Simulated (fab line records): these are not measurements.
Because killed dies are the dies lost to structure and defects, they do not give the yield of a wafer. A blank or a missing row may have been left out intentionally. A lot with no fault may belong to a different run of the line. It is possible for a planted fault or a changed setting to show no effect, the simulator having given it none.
What tool caused it? | flow nand-harc | 12 lots, 36 wafers sampled, at 6 steps of a route of 1302

WHAT THE GAUGES READ, wafer by wafer
NHARC_A_CONTACT_CD_MEAS_69 targets a cd of 300 nm. Usual: 300.0 nm for cd-nm, sd 0.45.
lot  | measured     | on        | cd-nm (nm)        | flag
L119 | day 21 03:25 | cd-sem-03 | 300.1 299.6 299.0 |
L121 | day 21 16:25 | cd-sem-03 | 300.1 300.4 300.3 |
L118 | day 21 18:16 | cd-sem-02 | 299.8 299.7 300.0 |
L127 | day 24 22:58 | cd-sem-02 | 294.4 294.6 294.2 | OFF
L128 | day 24 23:59 | cd-sem-03 | 295.8 295.6 295.5 | OFF
L132 | day 26 15:13 | cd-sem-02 | 299.5 299.1 299.6 |
L133 | day 26 21:53 | cd-sem-01 | 299.7 300.0 300.0 |
L135 | day 27 12:18 | cd-sem-01 | 300.1 299.7 299.4 |
L136 | day 28 03:55 | cd-sem-02 | 299.7 300.5 300.1 |
L138 | day 29 11:58 | cd-sem-02 | 299.8 300.5 300.4 |
L141 | day 30 10:51 | cd-sem-03 | 300.1 299.9 300.1 |
L140 | day 30 15:34 | cd-sem-03 | 300.7 300.1 300.6 |

NHARC_A_CONTACT_OVL_MEAS_70. Usual: overlay-x-nm -0.3 nm, standard deviation 0.87; overlay-y-nm 0.0 nm, standard deviation 0.96.
lot  | measured     | on         | overlay-x-nm (nm) | overlay-y-nm (nm) | flag
L119 | day 21 03:30 | overlay-02 | -1.7 -1.4 -1.0    | 0.9 0.6 0.5       |
L121 | day 21 16:30 | overlay-01 | -1.3 -1.4 -1.1    | 0.0 -0.2 -0.8     |
L118 | day 21 18:21 | overlay-01 | 0.2 0.6 0.5       | 0.1 0.1 0.3       |
L127 | day 24 23:04 | overlay-02 | -0.2 -0.6 -0.4    | 0.9 0.6 0.8       |
L128 | day 25 00:05 | overlay-01 | -0.3 0.3 0.1      | 2.2 1.7 2.2       |
L132 | day 26 15:18 | overlay-02 | 1.8 1.7 1.3       | 0.5 -0.1 0.5      |
L133 | day 26 21:58 | overlay-01 | 0.7 0.6 0.3       | -0.8 -1.3 -1.5    |
L135 | day 27 12:23 | overlay-01 | -0.2 -0.7 -0.4    | 1.2 0.7 1.1       |
L136 | day 28 04:01 | overlay-02 | -1.3 -0.9 -1.7    | 0.3 0.7 0.1       |
L138 | day 29 12:04 | overlay-02 | -0.7 -0.8 -1.0    | 0.3 0.5 0.5       |
L141 | day 30 10:56 | overlay-01 | 0.3 -0.1 -0.3     | -0.3 -0.7 -0.6    |
L140 | day 30 15:39 | overlay-02 | -0.9 -0.3 -0.9    | 0.5 0.3 0.2       |

NHARC_END_SORT_01. Usual: killed-at-array 47, standard deviation 14; killed-at-other 0.5, standard deviation 0.72; killed-at-periphery 4, standard deviation 3.1; killed-dies 52, standard deviation 15; killed-open 3.2, standard deviation 1.9; killed-short 2.4, standard deviation 1.7.
lot  | measured     | on        | killed-at-array | killed-at-other | killed-at-periphery | killed-dies | killed-open | killed-short | flag
L133 | day 32 22:28 | prober-01 | 61 51 51        | 0 0 0           | 9 12 8              | 70 63 59    | 0 2 8       | 1 5 3        |

EACH LOT AND THE TOOL THAT RAN IT (in order: tool; ch and the chambers of the sampled wafers; start)
lot  | NHARC_A_CONTACT_ETCH_120             | NHARC_A_CONTACT_EXPOSE_66          | NHARC_A_CONTACT_ETCH_77
L119 | har-cap-etch-02 ch 0,1, day 20 18:58 | arfi-scanner-02 ch 0, day 21 03:16 | rie-diel-05 ch 0,2,3, no start
L121 | har-cap-etch-03 ch 0,1, day 21 09:44 | arfi-scanner-03 ch 0, day 21 16:17 | rie-diel-05 ch 0,2,3, no start
L118 | har-cap-etch-02 ch 0,1, day 21 11:44 | arfi-scanner-01 ch 0, day 21 18:08 | rie-diel-05 ch 0,2,3, no start
L127 | har-cap-etch-01 ch 0,1, day 24 13:16 | arfi-scanner-03 ch 0, day 24 22:50 | rie-diel-03 ch 0,3, no start
L128 | har-cap-etch-02 ch 0,1, day 24 14:32 | arfi-scanner-03 ch 0, day 24 23:51 | rie-diel-07 ch 0,1,3, no start
L132 | har-cap-etch-02 ch 0,1, day 26 07:32 | arfi-scanner-01 ch 0, day 26 15:05 | rie-diel-07 ch 0,2, no start
L133 | har-cap-etch-01 ch 0,1, day 26 14:45 | arfi-scanner-02 ch 0, day 26 21:44 | rie-diel-03 ch 2,3, day 32 22:28 or earlier
L135 | har-cap-etch-02 ch 0,1, day 27 04:05 | arfi-scanner-01 ch 0, day 27 12:10 | rie-diel-07 ch 0,2,3, no start
L136 | har-cap-etch-01 ch 0,1, day 27 19:57 | arfi-scanner-01 ch 0, day 28 03:47 | rie-diel-05 ch 1,2, no start
L138 | har-cap-etch-02 ch 0,1, day 29 05:14 | arfi-scanner-02 ch 0, day 29 11:49 | rie-diel-03 ch 0,1,3, no start
L141 | har-cap-etch-02 ch 0,1, day 30 03:25 | arfi-scanner-02 ch 0, day 30 10:43 | rie-diel-03 ch 0,3, no start
L140 | har-cap-etch-03 ch 0,1, day 30 08:44 | arfi-scanner-02 ch 0, day 30 15:25 | rie-diel-03 ch 1,2,3, no start
- NHARC_A_CONTACT_ETCH_120: etches the open film in C4F8/O2/Ar, time 190 s, target depth 1850 nm.
- NHARC_A_CONTACT_EXPOSE_66: exposes mask A CC 2.
- NHARC_A_CONTACT_ETCH_77: etches the open film in CF4/CHF3, target depth 108.9 nm, time 54.5 s.

AS READ BY THE TOOLS THEMSELVES (means over the sampled wafers that have a number; for cases with no such wafer, the mark the record gives instead)
NHARC_A_CONTACT_EXPOSE_66. Usual: exposure-dose-mJ-cm2 59.6, standard deviation 0.34; stage-vel-mm-s 500.02 mm/s, standard deviation 0.25.
lot  | tool            | exposure-dose-mJ-cm2 | stage-vel-mm-s (mm/s) | flag
L119 | arfi-scanner-02 | 59.0                 | 500.00                |
L121 | arfi-scanner-03 | 59.5                 | 500.05                |
L118 | arfi-scanner-01 | 60.1                 | 500.08                |
L127 | arfi-scanner-03 | 52.3                 | 500.39                | OFF
L128 | arfi-scanner-03 | 53.7                 | 499.79                | OFF
L132 | arfi-scanner-01 | 59.9                 | 499.82                |
L133 | arfi-scanner-02 | 59.5                 | 500.20                |
L135 | arfi-scanner-01 | 60.0                 | 499.84                |
L136 | arfi-scanner-01 | 60.0                 | 499.92                |
L138 | arfi-scanner-02 | 59.6                 | 500.27                |
L141 | arfi-scanner-02 | 59.5                 | 500.28                |
L140 | arfi-scanner-02 | 59.5                 | 500.12                |

NHARC_A_CONTACT_ETCH_77. Usual: chf3-flow-sccm 30.01 sccm, standard deviation 0.088; drypump-motor-current-A 5.7 A, standard deviation 0.38; oes-product-au 0.935 a.u., standard deviation 0.019; rf-vpp-V 371.0 V, standard deviation 2.9; showerhead-plenum-p-Torr 1.58 Torr, standard deviation 0.087; throttle-valve-pct 16.802 %, standard deviation 0.0093.
lot  | tool        | chf3-flow-sccm (sccm) | drypump-motor-current-A (A) | oes-product-au (a.u.) | rf-vpp-V (V) | showerhead-plenum-p-Torr (Torr) | throttle-valve-pct (%) | flag
L119 | rie-diel-05 | 30.00                 | 5.9                         | 0.923                 | 370.5        | 1.60                            | 16.812                 |
L121 | rie-diel-05 | 30.08                 | 5.8                         | 0.969                 | 371.0        | 1.60                            | 16.803                 |
L118 | rie-diel-05 | 29.96                 | 5.9                         | 0.967                 | 372.0        | 1.60                            | 16.798                 |
L127 | rie-diel-03 | 30.04                 | 5.5                         | 0.921                 | 370.6        | 1.57                            | 16.796                 |
L128 | rie-diel-07 | 30.03                 | 5.8                         | 0.924                 | 370.7        | 1.58                            | 16.788                 |
L132 | rie-diel-07 | 29.98                 | 6.0                         | 0.926                 | 370.9        | 1.59                            | 16.808                 |
L133 | rie-diel-03 | 30.09                 | 5.4                         | 0.961                 | 373.3        | 1.66                            | 16.798                 |
L135 | rie-diel-07 | 30.04                 | 5.8                         | 0.953                 | 370.0        | 1.56                            | 16.810                 |
L136 | rie-diel-05 | 29.97                 | 5.8                         | 0.958                 | 374.6        | 1.65                            | 16.804                 |
L138 | rie-diel-03 | 30.04                 | 5.7                         | 0.931                 | 370.5        | 1.55                            | 16.801                 |
L141 | rie-diel-03 | 29.95                 | 5.5                         | 0.920                 | 369.7        | 1.55                            | 16.806                 |
L140 | rie-diel-03 | 30.03                 | 5.7                         | 0.922                 | 371.0        | 1.60                            | 16.811                 |

THE ANSWER, worked out from the rows above alone
Rule: a lot is off if the mean of its wafers that have a number lies more than 3 standard deviations from the usual mean. A lot without any number at a reading at which 4 lots or more have one is off too. All remaining lots with rows at the step are treated as sound. The gauges are gone through in route order, then the tools' own readings, and for those a lot's mean is taken as printed above. At the first step where some lot is off, the reading lying furthest off is the one used; lots without a number count as furthest.
Off: L127, L128 (NHARC_A_CONTACT_CD_MEAS_69, cd-nm).
A tool fits if, at a process step before that reading, it ran every lot that is off, and no sound lot after the first of them. Not tried: the gauges at NHARC_A_CONTACT_CD_MEAS_69; whatever is off there is also off at NHARC_A_CONTACT_EXPOSE_66, on other tools, and gauge error can't account for it. One candidate fits, namely arfi-scanner-03 at NHARC_A_CONTACT_EXPOSE_66. Its last sound lot is L121 (day 21 16:17), its first lot that is off L127 (day 24 22:50): a fault that began between those two fits.
On the lots that are off, the tool's own readings at NHARC_A_CONTACT_EXPOSE_66 differ by more than 5 times the standard deviation of the sound lots' means, which bears it out; exposure-dose-mJ-cm2 reads 53.0 there versus 59.7 on the sound lots.

WHAT THE SIMULATOR HAD INSERTED
Process parameter drift: arfi-scanner-03, from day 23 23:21 on, at NHARC_A_CONTACT_EXPOSE_66. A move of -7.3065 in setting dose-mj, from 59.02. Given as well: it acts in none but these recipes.
Lots struck among those shown: L127, L128. The rule above found the same.
